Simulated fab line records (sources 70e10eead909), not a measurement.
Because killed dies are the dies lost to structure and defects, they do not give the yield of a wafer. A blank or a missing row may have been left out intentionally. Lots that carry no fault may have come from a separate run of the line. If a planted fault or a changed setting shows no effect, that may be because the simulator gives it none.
Chamber matching || flow nand-harc || 4 sister chambers for NHARC_A_BONDPAD_DESCUM_11 on rie-diel-12
The step chemistry O2, time 3 s. 4 wafers are shown with their chamber, then 9 later ones without.

== WAFERS WITH THEIR CHAMBER ==
{"wafer": "L080.5", "chamber": 3, "showerhead-plenum-p-Torr (Torr)": 1.97}
{"wafer": "L084.2", "chamber": 0, "showerhead-plenum-p-Torr (Torr)": 1.76}
{"wafer": "L084.3", "chamber": 1, "showerhead-plenum-p-Torr (Torr)": 1.86}
{"wafer": "L084.5", "chamber": 2, "showerhead-plenum-p-Torr (Torr)": 2.03}

== WAFERS WITHOUT THEIR CHAMBER ==
{"wafer": "L084.1", "showerhead-plenum-p-Torr (Torr)": 2.03}
{"wafer": "L084.4", "showerhead-plenum-p-Torr (Torr)": 1.97}
{"wafer": "L084.6", "showerhead-plenum-p-Torr (Torr)": 1.86}
{"wafer": "L088.1", "showerhead-plenum-p-Torr (Torr)": 2.03}
{"wafer": "L088.2", "showerhead-plenum-p-Torr (Torr)": 1.86}
{"wafer": "L088.4", "showerhead-plenum-p-Torr (Torr)": 1.76}
{"wafer": "L091.1", "showerhead-plenum-p-Torr (Torr)": 1.85}
{"wafer": "L091.5", "showerhead-plenum-p-Torr (Torr)": 2.03}
{"wafer": "L091.6", "showerhead-plenum-p-Torr (Torr)": 1.96}

== CHAMBER TAKEN BY EACH ==
{"wafer": "L084.1", "from the rows above": 2, "in truth": 2}
{"wafer": "L084.4", "from the rows above": 3, "in truth": 3}
{"wafer": "L084.6", "from the rows above": 1, "in truth": 1}
{"wafer": "L088.1", "from the rows above": 2, "in truth": 2}
{"wafer": "L088.2", "from the rows above": 1, "in truth": 1}
{"wafer": "L088.4", "from the rows above": 0, "in truth": 0}
{"wafer": "L091.1", "from the rows above": 1, "in truth": 1}
{"wafer": "L091.5", "from the rows above": 2, "in truth": 2}
{"wafer": "L091.6", "from the rows above": 3, "in truth": 3}
Correctly placed: 9 of 9. Can't be placed from these rows: 0. 0 placed wrongly.
How it was worked out, from the rows above alone: a wafer's distance from a chamber is the root of the sum, over the readings, of the square of ((its reading less the chamber's mean) divided by the reading's scatter). If the next closest chamber is less than 2 further off than the closest, the wafer can't be placed; otherwise it belongs to the closest. A chamber's mean is the mean of its shown wafers. The scatter: with one shown wafer a chamber, the root of the mean of the squares of how far each hidden wafer lies from its nearest shown one.
